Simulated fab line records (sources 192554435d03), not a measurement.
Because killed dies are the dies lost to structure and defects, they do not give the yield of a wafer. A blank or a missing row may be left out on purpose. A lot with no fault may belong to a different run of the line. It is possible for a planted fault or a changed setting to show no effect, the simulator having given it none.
Which tool did it?    flow n5-finfet    Sampling: 24 lots, 72 wafers, 4 of 1938 route steps

WHAT THE GAUGES SHOWED, per wafer
N5_BEOL_M0_SAQP_CD_MEAS_14: target cd 42.5 nm.
lot   measured      on         cd-nm (nm)
L074  day 5 14:50   cd-sem-02  42.3 42.0 42.3
L075  day 6 00:12   cd-sem-01  42.9 41.8 42.8
L076  day 6 03:41   cd-sem-02  41.9 42.3 42.8
L077  day 6 06:26   cd-sem-01  43.0 42.6 42.3
L078  day 6 17:52   cd-sem-03  41.8 42.3 42.1
L079  day 6 21:24   cd-sem-03  42.4 42.3 42.4
L080  day 7 04:34   cd-sem-02  41.8 42.7 42.7
L081  day 7 07:57   cd-sem-02  42.3 42.2 42.1
L082  day 7 17:55   cd-sem-01  42.1 42.6 42.1
L083  day 7 23:21   cd-sem-02  42.8 43.0 42.4
L084  day 8 05:59   cd-sem-02  42.6 42.4 42.7
L085  day 8 09:17   cd-sem-02  42.3 41.8 42.4
L086  day 8 15:58   cd-sem-01  42.2 42.2 42.3
L087  day 8 19:13   cd-sem-01  42.4 42.3 41.7
L088  day 9 00:44   cd-sem-03  42.8 41.6 42.0
L089  day 9 10:59   cd-sem-01  43.2 42.7 42.6
L090  day 9 13:16   cd-sem-03  42.9 42.3 42.6
L091  day 9 20:04   cd-sem-02  42.1 41.7 43.0
L092  day 10 01:15  cd-sem-02  42.4 42.2 41.8
L093  day 10 10:05  cd-sem-02  42.4 43.0 42.3
L094  day 10 11:00  cd-sem-02  42.4 42.6 42.0
L095  day 10 16:11  cd-sem-02  43.0 42.3 43.2
L096  day 10 23:06  cd-sem-02  42.5 41.9 42.2
L097  day 11 03:19  cd-sem-03  42.7 42.7 42.7

TOOL THAT RAN EACH LOT (tool first, then ch and the chambers of the sampled wafers, then the start)
lot   N5_MOL_CONTACT_COAG_ETCH_65         N5_BEOL_M0_SAQP_ILD_DEP_01       N5_BEOL_M0_SAQP_HM_DEP_02
L074  rie-diel-06 ch 0,1, day 5 07:46     pecvd-01 ch 0,1,2, day 5 12:54   pvd-sputter-01, day 5 13:54
L075  rie-diel-01 ch 0,1,2, day 5 17:32   pecvd-02 ch 1,2, day 5 22:34     pvd-sputter-01, day 5 23:23
L076  rie-diel-02 ch 1,2,3, day 5 21:34   pecvd-02 ch 0,1, day 6 02:32     pvd-sputter-03, day 6 02:52
L077  rie-diel-01 ch 2,3, day 5 23:36     pecvd-01 ch 0,2, day 6 05:34     pvd-sputter-01, day 6 05:37
L078  rie-diel-01 ch 0,2,3, day 6 11:25   pecvd-02 ch 0,1, day 6 16:34     pvd-sputter-03, day 6 17:02
L079  rie-diel-01 ch 1,2,3, day 6 12:46   pecvd-04 ch 0,1, day 6 19:34     pvd-sputter-02, day 6 20:32
L080  rie-diel-02 ch 0,1, day 6 20:58     pecvd-04 ch 0,1, day 7 01:56     pvd-sputter-02, day 7 03:46
L081  rie-diel-02 ch 2,3, day 7 02:05     pecvd-01 ch 0,2, day 7 07:01     pvd-sputter-03, day 7 07:16
L082  rie-diel-06 ch 0,2,3, day 7 10:25   pecvd-04 ch 0,1, day 7 15:47     pvd-sputter-03, day 7 17:05
L083  rie-diel-06 ch 0,3, day 7 16:06     pecvd-04 ch 1,2, day 7 21:04     pvd-sputter-03, day 7 22:32
L084  rie-diel-01 ch 1,3, day 7 23:08     pecvd-02 ch 0,1,2, day 8 04:14   pvd-sputter-01, day 8 05:10
L085  rie-diel-06 ch 0,2,3, day 8 02:41   pecvd-02 ch 0,1, day 8 07:38     pvd-sputter-01, day 8 08:28
L086  rie-diel-01 ch 0,3, day 8 09:28     pecvd-01 ch 0,2, day 8 14:25     pvd-sputter-03, day 8 15:16
L087  rie-diel-02 ch 1,3, day 8 10:40     pecvd-02 ch 1,2, day 8 17:25     pvd-sputter-01, day 8 18:23
L088  rie-diel-02 ch 0,1,2, day 8 17:32   pecvd-04 ch 0,1, day 8 22:31     pvd-sputter-03, day 9 00:02
L089  rie-diel-01 ch 1,2, day 9 03:04     pecvd-02 ch 0,1,2, day 9 08:05   pvd-sputter-01, day 9 10:09
L090  rie-diel-06 ch 2,3, day 9 05:40     pecvd-04 ch 0,1, day 9 11:05     pvd-sputter-01, day 9 12:27
L091  rie-diel-06 ch 1,3, day 9 12:56     pecvd-04 ch 0,1, day 9 17:55     pvd-sputter-01, day 9 19:23
L092  rie-diel-06 ch 0,1,3, day 9 18:23   pecvd-01 ch 0,2, day 9 23:41     pvd-sputter-02, day 10 00:26
L093  rie-diel-06 ch 0,1,3, day 10 02:08  pecvd-04 ch 0,2, day 10 07:08    pvd-sputter-03, day 10 09:22
L094  rie-diel-06 ch 0,1,2, day 10 02:57  pecvd-01 ch 0,2, day 10 10:07    pvd-sputter-03, day 10 10:11
L095  rie-diel-01 ch 0,1, day 10 09:21    pecvd-04 ch 0,2, day 10 14:19    pvd-sputter-01, day 10 15:23
L096  rie-diel-06 ch 1,2,3, day 10 16:29  pecvd-04 ch 0,2, day 10 21:26    pvd-sputter-02, day 10 22:25
L097  rie-diel-01 ch 1,3, day 10 20:46    pecvd-04 ch 0,1,2, day 11 02:08  pvd-sputter-03, day 11 02:37
- N5_MOL_CONTACT_COAG_ETCH_65: etches underlayer in N2/H2, target depth 13 nm, time 10.4 s.
- N5_BEOL_M0_SAQP_ILD_DEP_01: deposits SiOC from DEMS/O2, target thk 45.419 nm, time 8.7 s.
- N5_BEOL_M0_SAQP_HM_DEP_02: deposits TiN, target thk 12 nm.

WHAT THE TOOLS THEMSELVES READ (means of the sampled wafers that have a number; where no wafer has one, the mark that the record gives instead)
N5_MOL_CONTACT_COAG_ETCH_65.
lot   tool         drypump-motor-current-A (A)  etch-rf-on-time-s (s)  oes-product-au (a.u.)  rf-vpp-V (V)  showerhead-plenum-p-Torr (Torr)  throttle-valve-pct (%)
L074  rie-diel-06  6.2                          10.54                  0.73                   523.9         2.55                             17.89
L075  rie-diel-01  5.9                          10.17                  0.62                   522.8         2.49                             17.97
L076  rie-diel-02  5.4                          10.40                  0.74                   524.1         2.59                             17.65
L077  rie-diel-01  6.1                          10.33                  0.67                   522.4         2.50                             17.82
L078  rie-diel-01  6.1                          10.30                  0.67                   522.1         2.46                             17.89
L079  rie-diel-01  5.8                          10.55                  0.65                   522.7         2.50                             17.88
L080  rie-diel-02  5.7                          10.26                  0.74                   525.4         2.59                             17.53
L081  rie-diel-02  5.1                          10.42                  0.71                   523.4         2.54                             17.77
L082  rie-diel-06  5.3                          10.34                  0.76                   528.3         2.70                             17.74
L083  rie-diel-06  5.2                          10.27                  0.76                   529.1         2.69                             17.65
L084  rie-diel-01  5.4                          10.51                  0.64                   523.1         2.51                             17.94
L085  rie-diel-06  5.3                          10.34                  0.76                   528.2         2.70                             17.74
L086  rie-diel-01  5.9                          10.38                  0.69                   521.7         2.45                             17.87
L087  rie-diel-02  5.1                          10.34                  0.71                   522.8         2.50                             17.72
L088  rie-diel-02  5.7                          10.28                  0.71                   525.7         2.63                             17.63
L089  rie-diel-01  5.7                          10.52                  0.65                   521.9         2.51                             17.88
L090  rie-diel-06  5.3                          10.09                  0.74                   527.4         2.67                             17.71
L091  rie-diel-06  6.2                          10.42                  0.69                   523.6         2.53                             17.88
L092  rie-diel-06  5.7                          10.35                  0.71                   526.8         2.61                             17.80
L093  rie-diel-06  5.7                          10.30                  0.72                   525.3         2.61                             17.80
L094  rie-diel-06  5.8                          10.50                  0.71                   525.3         2.62                             17.91
L095  rie-diel-01  5.9                          10.22                  0.60                   520.3         2.44                             18.11
L096  rie-diel-06  5.7                          10.38                  0.70                   525.8         2.60                             17.85
L097  rie-diel-01  5.6                          10.61                  0.66                   522.2         2.48                             17.91

N5_BEOL_M0_SAQP_ILD_DEP_01.
lot   tool      heater-power-w (W)  showerhead-plenum-p-Torr (Torr)  throttle-valve-pct (%)
L074  pecvd-01  450                 5.704                            12.6
L075  pecvd-02  531                 5.690                            11.8
L076  pecvd-02  515                 5.696                            12.0
L077  pecvd-01  422                 5.729                            13.2
L078  pecvd-02  543                 5.703                            11.9
L079  pecvd-04  528                 5.695                            12.0
L080  pecvd-04  558                 5.693                            12.2
L081  pecvd-01  446                 5.728                            13.1
L082  pecvd-04  512                 5.697                            11.9
L083  pecvd-04  507                 5.689                            12.1
L084  pecvd-02  548                 5.686                            11.8
L085  pecvd-02  523                 5.691                            11.9
L086  pecvd-01  430                 5.719                            12.8
L087  pecvd-02  538                 5.676                            11.7
L088  pecvd-04  495                 5.701                            11.9
L089  pecvd-02  534                 5.685                            11.8
L090  pecvd-04  503                 5.696                            12.0
L091  pecvd-04  598                 5.688                            12.1
L092  pecvd-01  445                 5.709                            12.8
L093  pecvd-04  429                 5.698                            12.1
L094  pecvd-01  411                 5.719                            13.2
L095  pecvd-04  471                 5.694                            12.0
L096  pecvd-04  439                 5.694                            12.2
L097  pecvd-04  481                 5.694                            12.1

N5_BEOL_M0_SAQP_HM_DEP_02.
lot   tool            throttle-valve-pct (%)
L074  pvd-sputter-01  29.4
L075  pvd-sputter-01  29.3
L076  pvd-sputter-03  30.5
L077  pvd-sputter-01  28.7
L078  pvd-sputter-03  30.2
L079  pvd-sputter-02  29.4
L080  pvd-sputter-02  29.6
L081  pvd-sputter-03  29.5
L082  pvd-sputter-03  30.6
L083  pvd-sputter-03  30.7
L084  pvd-sputter-01  29.0
L085  pvd-sputter-01  28.0
L086  pvd-sputter-03  30.9
L087  pvd-sputter-01  29.3
L088  pvd-sputter-03  30.6
L089  pvd-sputter-01  29.0
L090  pvd-sputter-01  29.0
L091  pvd-sputter-01  27.7
L092  pvd-sputter-02  29.2
L093  pvd-sputter-03  30.9
L094  pvd-sputter-03  30.1
L095  pvd-sputter-01  28.6
L096  pvd-sputter-02  29.5
L097  pvd-sputter-03  30.9

THE ANSWER, worked out from the rows above alone
Rule: the usual values come from the lots themselves. The widest of any qualifying gaps counts: lots, ordered by their means at a reading, are off when they make up no more than a third of the lots, leave a main group of 4 or more, and stand apart from it by 3 or more times the standard deviation of that group's means. The tables above print the reading to a certain number of digits; a main group whose means all agree to those digits is not used. A lot without any number at a reading at which 4 lots or more have one is off too. All remaining lots with rows at the step are treated as sound. Order of review: gauges by route order, followed by the tools' own readings, for which a lot's mean as printed above is used. At the first step where some lot is off, the reading lying furthest off is the one used; lots without a number count as furthest.
No lot is off at any reading shown: from this, nothing can be told.

WHAT THE SIMULATOR HAD PUT IN
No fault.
